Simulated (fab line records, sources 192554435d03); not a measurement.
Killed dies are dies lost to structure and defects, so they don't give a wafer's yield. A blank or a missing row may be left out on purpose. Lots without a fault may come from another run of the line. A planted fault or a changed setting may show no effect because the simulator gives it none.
Chamber matching | flow n5_finfet | N5_BEOL_M0_SAQP_SPACER2_ALD_26 on ald_sin-01: 4 sister chambers
The step deposits SiO2, target thk 15 nm, pulse time 1 s, purge time 2 s. 8 wafers are shown with their chamber, then 7 later ones without.

WAFERS WITH THEIR CHAMBER
wafer  | chamber | heater_power_w (W) | precursor_pulse_height_rel
L079.2 | 2       | 434                | 1.024
L079.5 | 2       | 444                | 0.977
L079.6 | 1       | 421                | 0.972
L085.3 | 0       | 406                | 1.020
L085.4 | 1       | 420                | 0.977
L085.6 | 3       | 650                | 0.954
L092.2 | 3       | 663                | 1.006
L092.3 | 0       | 418                | 1.001

WAFERS WITHOUT THEIR CHAMBER
wafer  | heater_power_w (W) | precursor_pulse_height_rel
L092.6 | 412                | 1.021
L093.1 | 648                | 0.968
L093.2 | 416                | 0.983
L093.6 | 421                | 1.018
L095.2 | 432                | 0.985
L095.3 | 422                | 1.000
L095.5 | 654                | 1.069

WHICH CHAMBER EACH WENT THROUGH
wafer  | from the rows above          | in truth
L092.6 | can't be placed: 0 or 1      | 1
L093.1 | 3                            | 3
L093.2 | can't be placed: 1 or 0      | 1
L093.6 | can't be placed: 0 or 1 or 2 | 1
L095.2 | can't be placed: 2 or 1 or 0 | 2
L095.3 | can't be placed: 1 or 0 or 2 | 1
L095.5 | 3                            | 3
Placed correctly: 2 of 7. Can't be placed from these rows: 5 (the true chamber is among the candidates in 5). Placed wrongly: 0.
How it was worked out, from the rows above alone: a wafer's distance from a chamber is the root of the sum, over the readings, of the square of ((its reading less the chamber's mean) divided by the reading's scatter). The wafer belongs to the nearest chamber; if the next one is less than 2 further off, it can't be placed. A chamber's mean is the mean of its shown wafers. The scatter: the root of (the sum of the squares of (reading less its chamber's mean) over the shown wafers, divided by (wafers less chambers)).
